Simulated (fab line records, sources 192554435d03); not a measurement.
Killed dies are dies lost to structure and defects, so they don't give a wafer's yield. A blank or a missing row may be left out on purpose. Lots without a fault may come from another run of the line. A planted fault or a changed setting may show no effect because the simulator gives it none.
fab line records | flow n5_finfet | part 2 of 2: steps 21 to 26 of 26
record lots=5 wafers=15 last_day=17
route steps=1938 shown HKMG_FIN@421
lots that met no fault: from a run of the same line without faults
start_h: hours from the record's first day to the start of the lot's first wafer shown | wait_h: hours since the lot's step before | " the same as in the row above | L1.1+2: a row that stands for several wafers | - no value, or no start given | * or withheld: withheld | < > ~ a bound
route shown NAME@n: a module of which the file shows steps, and the number in the route of the first | usual: mean/standard deviation of fault-free wafers | same: alike in all rows | chamber/n: place in a boat | sites: the reading at each site | _std_site: their standard deviation | _edge_site: outer sites' mean less inner sites' | radius_mm: how far each site lies from the wafer's centre | mask NAME#n: copy n | behind: the tool/chamber that last shaped the wafer | hold: why the lot was held/for how many hours/how that ended | device: the transistor (n, p or np) that didn't switch | end of line: the same wafers' tests at the end of the route | a step without rows: its recipe alone | killed: dies lost to structure and defects at the first sort, not the wafer's yield | map: a wafer's dies, x killed, . not, _ none there
set.NAME: the setting as run; set.NAME@STEP: as run at that earlier step | model.NAME: the simulator's own value behind a step, which no gauge read
lots at some steps of the route; a table a step, a row a wafer
services: from which hour (start_h, from the record's first day; less than 0 if before it) a tool's chamber was out of use, for how many hours, and why
## steps
# step N5_HKMG_FIN_STRIP_19
# recipe chemistry=N2/H2 power_w=2500 temp_c=300 h2_frac=0.65 time_s=360 pressure_mtorr=withheld n2_flow_sccm=1750 h2_flow_sccm=3250
# usual drypump_motor_current_A=5.7/0.45 heater_power_w=482/26
# columns lot.wafer tool chamber start_h wait_h drypump_motor_current_A heater_power_w rf_hours_counter_h
L076.1 plasma_asher-02 1 89.81 0.0 5.5 479 86
L076.5 " 0 " " 5.8 465 -
L076.6 " 1 " " 5.5 489 -
L083.1 plasma_asher-01 1 130.05 0.0 6.4 464 52
L083.2 " 0 " " 5.1 527 52
L083.3 " 0 " " 5.1 517 -
L085.3 plasma_asher-02 0 139.76 0.3 5.8 452 -
L085.4 " 1 " " 5.5 481 -
L085.5 " 0 " " 5.8 453 -
L087.1 plasma_asher-02 0 154.93 0.0 5.8 472 101
L087.4 " 0 " " 5.8 458 -
L087.5 " 0 " " 5.8 456 -
L095.3 plasma_asher-02 0 200.70 0.1 5.8 457 -
L095.5 " 1 " " 5.4 485 -
L095.6 " 0 " " 5.8 458 -
# step N5_HKMG_FIN_ALD_91
# recipe material=TiN target_thk_a=10 temp_c=400 ald_precursor_family=TiCl4 ald_co_reactant=NH3 pulse_time_s=1 purge_time_s=3 co_reactant_purge_time_s=2 co_reactant_pulse_time_s=2 ald_cycles=47 pressure_torr=3
# usual heater_power_w=887/100 precursor_pulse_height_rel=1.001/0.019
# same ald_cycles=47 purge_time_s=3
# columns lot.wafer tool chamber start_h wait_h heater_power_w precursor_pulse_height_rel
L076.1 ald_metal-02 1 90.20 0.3 852 1.010
L076.5 " 1 " " 859 1.019
L076.6 " 0 " " 866 1.017
L083.1 ald_metal-02 2 130.43 0.3 789 1.016
L083.2 " 1 " " 872 1.003
L083.3 " 0 " " 863 0.986
L085.3 ald_metal-04 1 140.02 0.1 968 0.993
L085.4 " 0 " " 1053 0.988
L085.5 " 1 " " 984 1.009
L087.1 ald_metal-03 1 155.31 0.3 1043 1.017
L087.4 " 2 " " 960 1.010
L087.5 " 3 " " 737 1.009
L095.3 ald_metal-04 0 200.96 0.1 1060 1.025
L095.5 " 1 " " 975 0.968
L095.6 " 2 " " 754 0.985
# step N5_HKMG_FIN_COAT_85
# recipe resist=SOC temp_c=250 time_s=60 spin_rpm=1500 resist_thk_nm=300
# columns lot.wafer tool chamber start_h wait_h
L076.1+5+6 litho_track-03 0 90.48 0.2
L083.1+2+3 litho_track-03 0 130.71 0.2
L085.3+4+5 litho_track-05 0 140.32 0.2
L087.1+4+5 litho_track-03 0 155.59 0.2
L095.3+5+6 litho_track-02 0 201.24 0.2
# step N5_HKMG_FIN_ETCH_86
# recipe chemistry=N2/H2 target=SOC target_depth_a=3932 stop_on=TiN ion_energy_ev=100 bias_w=61 pressure_mtorr=30 source_w=850 n2_flow_sccm=200 h2_flow_sccm=200
# usual chamber_pressure_mTorr=29.999/0.025 drypump_motor_current_A=5.9/0.41 oes_product_au=0.79/0.1 rf_fwd_power_W=843.8/3 rf_vpp_V=241.1/1.3 showerhead_plenum_p_Torr=2.58/0.078 throttle_valve_pct=17.77/0.29
# columns lot.wafer tool chamber start_h wait_h chamber_pressure_mTorr drypump_motor_current_A oes_product_au rf_fwd_power_W rf_hours_counter_h rf_vpp_V showerhead_plenum_p_Torr throttle_valve_pct
L076.1 rie_diel-05 2 90.55 - 30.010 5.7 0.79 846.2 90 240.9 2.70 17.94
L076.5 " 3 " " 29.984 6.2 0.71 847.3 - 240.3 2.54 18.12
L076.6 " 2 " " 29.975 5.7 0.80 847.1 - 241.9 2.70 17.93
L083.1 rie_diel-05 3 130.77 - 30.014 6.1 0.69 842.8 215 240.8 2.53 18.17
L083.2 " 1 " " 29.981 6.1 0.90 841.8 21 241.0 2.60 17.39
L083.3 " 2 " " 29.966 5.7 0.78 842.7 105 243.0 2.69 17.95
L085.3 rie_diel-06 3 140.38 - 30.000 5.7 0.91 842.5 8 242.8 2.61 17.46
L085.4 " 1 " " 30.001 6.5 0.70 844.3 - 240.4 2.59 17.70
L085.5 " 3 " " 30.075 5.7 0.92 843.8 - 241.3 2.61 17.45
L087.1 rie_diel-04 1 155.65 - 29.997 5.4 0.71 845.1 222 242.4 2.64 18.18
L087.4 " 3 " " 30.007 5.3 0.71 848.6 221 240.8 2.50 17.97
L087.5 " 0 " " 30.011 5.4 0.68 841.8 - 241.0 2.60 18.09
L095.3 rie_diel-06 2 201.30 - 29.976 6.4 0.93 846.9 22 239.9 2.58 17.41
L095.5 " 3 " " 30.002 5.7 0.87 841.2 - 240.6 2.60 17.50
L095.6 " 2 " " 30.028 6.4 0.93 845.3 - 242.5 2.58 17.41
# step N5_HKMG_FIN_STRIP_89
# recipe chemistry=N2/H2 material=SOC time_s=20 power_w=500 temp_c=40 pressure_mtorr=50 rf_frequency_hz=6e+07 bias_power_w=8 h2_frac=0.5 n2_flow_sccm=300 h2_flow_sccm=300
# usual chamber_pressure_mTorr=50.00/0.044 drypump_motor_current_A=5.9/0.41 oes_product_au=0.80/0.11 rf_fwd_power_W=497.4/1.7 rf_vpp_V=54.5/0.89 showerhead_plenum_p_Torr=3.40/0.098 throttle_valve_pct=19.0/0.53
# columns lot.wafer tool chamber start_h wait_h chamber_pressure_mTorr drypump_motor_current_A oes_product_au rf_fwd_power_W rf_hours_counter_h rf_vpp_V showerhead_plenum_p_Torr throttle_valve_pct
L076.1 rie_diel-05 2 90.61 0.0 50.09 5.7 0.81 495.6 90 55.1 3.55 19.4
L076.5 " 3 " " 50.04 6.1 0.71 499.0 - 55.2 3.35 19.8
L076.6 " 2 " " 49.98 5.7 0.80 498.6 - 53.7 3.55 19.4
L083.1 rie_diel-05 3 130.83 0.0 49.90 6.1 0.70 500.7 215 54.2 3.34 19.8
L083.2 " 1 " " 50.00 6.1 0.92 496.4 21 53.9 3.43 18.5
L083.3 " 2 " " 50.08 5.7 0.78 499.1 105 55.9 3.55 19.4
L085.3 rie_diel-06 3 140.44 0.0 50.01 5.7 0.93 498.8 8 54.3 3.44 18.4
L085.4 " 1 " " 50.08 6.5 0.70 497.9 - 56.2 3.42 18.8
L085.5 " 3 " " 50.04 5.7 0.94 498.2 - 53.3 3.44 18.5
L087.1 rie_diel-04 1 155.71 0.0 49.94 5.4 0.71 498.3 222 55.0 3.48 20.1
L087.4 " 3 " " 50.00 5.3 0.74 496.1 221 54.4 3.31 18.9
L087.5 " 0 " " 50.06 5.3 0.68 495.4 - 53.6 3.43 19.2
L095.3 rie_diel-06 2 201.36 0.0 49.97 6.4 0.92 498.3 22 53.7 3.41 18.3
L095.5 " 3 " " 49.97 5.7 0.88 495.7 - 54.4 3.43 18.5
L095.6 " 2 " " 50.02 6.4 0.91 497.4 - 53.7 3.41 18.3
# step N5_HKMG_FIN_WET_ETCH_87
# recipe chemistry=SC1 target=TiN mix=1:2:40 temp_c=50 time_s=154.2 target_depth_nm=4.7 dry=ipa_marangoni rinse_time_s=30 rinse_temp_c=23
# usual bath_heat_duty_pct=7.3/0.68
# columns lot.wafer tool chamber start_h wait_h bath_heat_duty_pct
L076.1 wet_bench-03 5 90.71 0.1 6.5
L076.5 " 3 " " 6.7
L076.6 " 2 " " 7.3
L083.1 wet_bench-04 3 130.93 0.1 7.0
L083.2 " 4 " " 7.4
L083.3 " 6 " " 6.5
L085.3 wet_bench-03 3 140.54 0.1 7.4
L085.4 " 4 " " 6.9
L085.5 " 6 " " 7.3
L087.1 wet_bench-03 2 155.81 0.1 7.3
L087.4 " 0 " " 5.6
L087.5 " 7 " " 7.3
L095.3 wet_bench-04 5 201.46 0.1 6.7
L095.5 " 7 " " 8.0
L095.6 " 0 " " 7.3
## services
# columns tool chamber start_h hours kind
rie_diel-04 1 64.66 7.4 repair
arfi_scanner-02 - 78.97 3.1 pm
rie_diel-06 0 80.80 5.8 repair
arfi_scanner-01 - 83.38 1.0 pm
ald_metal-02 2 84.62 7.1 repair
arfi_scanner-02 - 93.43 3.6 repair
rie_diel-05 1 102.88 4.1 repair
arfi_scanner-02 - 107.96 1.0 pm
wet_bench-05 - 113.79 1.9 pm
arfi_scanner-02 - 117.68 0.8 pm
arfi_scanner-01 - 123.44 1.3 pm
ald_metal-03 - 129.05 2.8 pm
ald_metal-04 - 143.52 6.0 pm
ald_metal-02 1 151.25 1.7 repair
ald_metal-02 - 151.83 8.7 pm
arfi_scanner-01 - 157.53 0.8 pm
arfi_scanner-01 - 159.04 0.5 repair
arfi_scanner-02 - 159.81 1.3 pm
arfi_scanner-01 - 162.74 0.9 repair
rie_diel-05 0 167.07 5.0 repair
rie_diel-04 2 175.54 3.6 repair
plasma_asher-02 - 178.06 0.3 repair
ald_metal-02 - 178.46 6.0 pm
rie_diel-05 1 183.42 12.0 repair
